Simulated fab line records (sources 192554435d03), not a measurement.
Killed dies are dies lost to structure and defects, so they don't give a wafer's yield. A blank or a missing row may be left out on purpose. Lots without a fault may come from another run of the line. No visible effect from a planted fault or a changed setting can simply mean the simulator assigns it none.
Struck lot and sound lot, side by side + flow n5-finfet + 15 steps out of a route of 1938
Sound: wafers L325.1, L325.3, L325.6. Struck: wafer L335.4 (left out: L335.2, L335.5 of the same lot, which were not struck); the cause appears at the end.
Order at every step that has rows: each side's tool, ch and its chambers, its first start. Under that, the readings that differ: sound wafers + struck wafers + difference of the means + sigmas: that difference in standard deviations of wafers without a fault.
alike: readings with means less than 2 such deviations apart, plus words and numbers identical on both sides. not compared: withheld readings, readings lacking a value on some wafer, bounds such as >300 that could conceal the same value, and numbers that have no deviation in the record and whose values overlap.
A row with sigmas, a row that says differs or no value, or rows on one side alone: a step with any of these is where the two part. Numbers that have no deviation but don't overlap get no sigmas and don't part them. A reading that every wafer of one side lacks parts them only if that side has two wafers or more.

first, 1 step without rows for these wafers: N5_SD_EPI_N_STRIP_47 (strips in CHF3/O2).
N5_SD_EPI_N_SD_RECESS_17: chemistry HBr/Cl2/O2, target depth 41 nm, time 23.7 s, bt time 3 s.
  sound on rie-si-01 ch 0,1,3, day 4 07:13; struck on rie-si-02 ch 1, day 6 20:16
  alike: drypump-motor-current-A, he-backside-leak-sccm, oes-product-au, throttle-valve-pct
  not compared: rf-hours-counter-h
N5_SD_EPI_N_STRIP_38: strips in N2/H2.
  sound on plasma-asher-02 ch 0, day 4 07:19; struck on plasma-asher-01 ch 0, day 6 20:21
| reading                     | sound          | struck | difference | sigmas |
|-----------------------------|----------------|--------|------------|--------|
| drypump-motor-current-A (A) | 5.24 5.21 5.23 | 5.85   | +0.62      | +3     |
  alike: heater-power-w, oes-product-au
  not compared: rf-hours-counter-h
then, 4 steps without rows for these wafers: N5_SD_EPI_N_WET_ETCH_43 (etches SiO2 in dHF, time 14 s, target depth 1.5 nm); N5_SD_EPI_N_STRIP_18 (strips in SPM, time 750 s); N5_SD_EPI_N_SRD_20 (time 30 s); N5_SD_EPI_N_PRECLEAN_48 (cleans in NF3:NH3, afs cycles 2, time 20 s, sublimation time 60 s).
N5_SD_EPI_N_VAPOR_ETCH_50: etches Si in HCl, time 54 s.
  sound on epi-rpcvd-03 ch 0, day 4 08:10; struck on epi-rpcvd-03 ch 0, day 6 21:13
  alike: chamber-pressure-Torr, throttle-valve-pct
then, 1 step without rows for these wafers: N5_SD_EPI_N_EPI_21 (deposits Si:P, time 690 s).
N5_SD_EPI_N_EPI_MEAS_23:
  sound on film-metro-02 at day 4 10:04; struck on film-metro-02 at day 6 23:42
  alike: thk-nm
then, 2 steps without rows for these wafers: N5_SD_EPI_N_PRECLEAN_24 (cleans in O3/DIW, time 60 s); N5_SD_EPI_N_SRD_25 (time 30 s).
N5_SD_EPI_N_PRECLEAN_49: cleans in NF3:NH3, afs cycles 1, time 20 s, sublimation time 60 s.
  sound on remote-plasma-02 ch 1, day 4 10:10; struck on remote-plasma-01 ch 0, day 6 23:50
| reading    | sound    | struck | difference | sigmas |
|------------|----------|--------|------------|--------|
| time-s (s) | 20 20 20 | 14.905 | -5.095     |        |
N5_SD_EPI_N_LINER_46: material SiNx, target thk 3 nm.
  sound on ald-sin-01 ch 1,2, day 4 10:22; struck on ald-sin-02 ch 0, day 7 00:01
  alike: chamber-pressure-Torr, heater-power-w
N5_PASSIVATION_PROBE_49:
  the record holds rows for the sound wafers here (prober-02, day 13 16:13) but none for the struck ones

## WHERE THEY PART
At N5_SD_EPI_N_STRIP_38 first; at N5_PASSIVATION_PROBE_49 last (within this record only).

WHY: what the simulator had put in
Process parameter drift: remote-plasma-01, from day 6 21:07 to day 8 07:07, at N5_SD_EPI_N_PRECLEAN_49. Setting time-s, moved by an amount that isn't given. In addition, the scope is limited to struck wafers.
